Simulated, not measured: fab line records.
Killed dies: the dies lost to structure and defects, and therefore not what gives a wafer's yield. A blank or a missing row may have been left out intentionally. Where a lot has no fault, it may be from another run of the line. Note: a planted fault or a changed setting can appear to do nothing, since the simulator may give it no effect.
Matching of chambers :: flow nand harc :: NHARC_P_CONTACT_DEP_30 on pecvd-03: 3 sister chambers
The step deposits SiNx, target thk 30 nm. 14 wafers are shown with their chamber, then 7 later ones without.

== WAFERS, EACH WITH ITS CHAMBER ==
wafer: L078.1
chamber: 0
heater power w (W): 765

wafer: L078.3
chamber: 2
heater power w (W): 620

wafer: L078.6
chamber: 2
heater power w (W): 628

wafer: L080.1
chamber: 0
heater power w (W): 810

wafer: L080.4
chamber: 1
heater power w (W): 765

wafer: L080.5
chamber: 0
heater power w (W): 798

wafer: L086.1
chamber: 0
heater power w (W): 775

wafer: L086.3
chamber: 1
heater power w (W): 747

wafer: L086.5
chamber: 1
heater power w (W): 751

wafer: L087.2
chamber: 0
heater power w (W): 627

wafer: L087.3
chamber: 2
heater power w (W): 613

wafer: L087.5
chamber: 2
heater power w (W): 601

wafer: L085.3
chamber: 0
heater power w (W): 702

wafer: L085.4
chamber: 0
heater power w (W): 717

SIGNATURES, as means of the wafers listed above
reading: heater power w
chamber 0: 742.00
chamber 1: 754.33
chamber 2: 615.50
scatter within a chamber: 48.1
Rule: distance of a wafer from a chamber = root of the sum over the readings of ((wafer's reading minus chamber's mean) / reading's scatter) squared. If the next closest chamber is less than 2 further off than the closest, the wafer can't be placed; otherwise it belongs to the closest. How the scatter is found: for the shown wafers, subtract from each reading the mean of its chamber, square and add these, divide the total by (wafers less chambers), then take the root.

== WAFERS WITHOUT THEIR CHAMBER ==
wafer: L085.5
heater power w (W): 720

wafer: L094.2
heater power w (W): 688

wafer: L094.4
heater power w (W): 722

wafer: L094.6
heater power w (W): 663

wafer: L097.1
heater power w (W): 713

wafer: L097.2
heater power w (W): 686

wafer: L097.5
heater power w (W): 700

== CHAMBER TAKEN BY EACH ==
wafer: L085.5
from the rows above: can't be placed: 0 or 1 or 2
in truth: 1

wafer: L094.2
from the rows above: can't be placed: 0 or 1 or 2
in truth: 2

wafer: L094.4
from the rows above: can't be placed: 0 or 1 or 2
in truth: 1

wafer: L094.6
from the rows above: can't be placed: 2 or 0 or 1
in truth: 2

wafer: L097.1
from the rows above: can't be placed: 0 or 1 or 2
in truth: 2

wafer: L097.2
from the rows above: can't be placed: 0 or 1 or 2
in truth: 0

wafer: L097.5
from the rows above: can't be placed: 0 or 1 or 2
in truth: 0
0 of 7 placed correctly. These rows do not allow placing 7 (true chamber among the candidates in 7). Wrongly placed: 0.
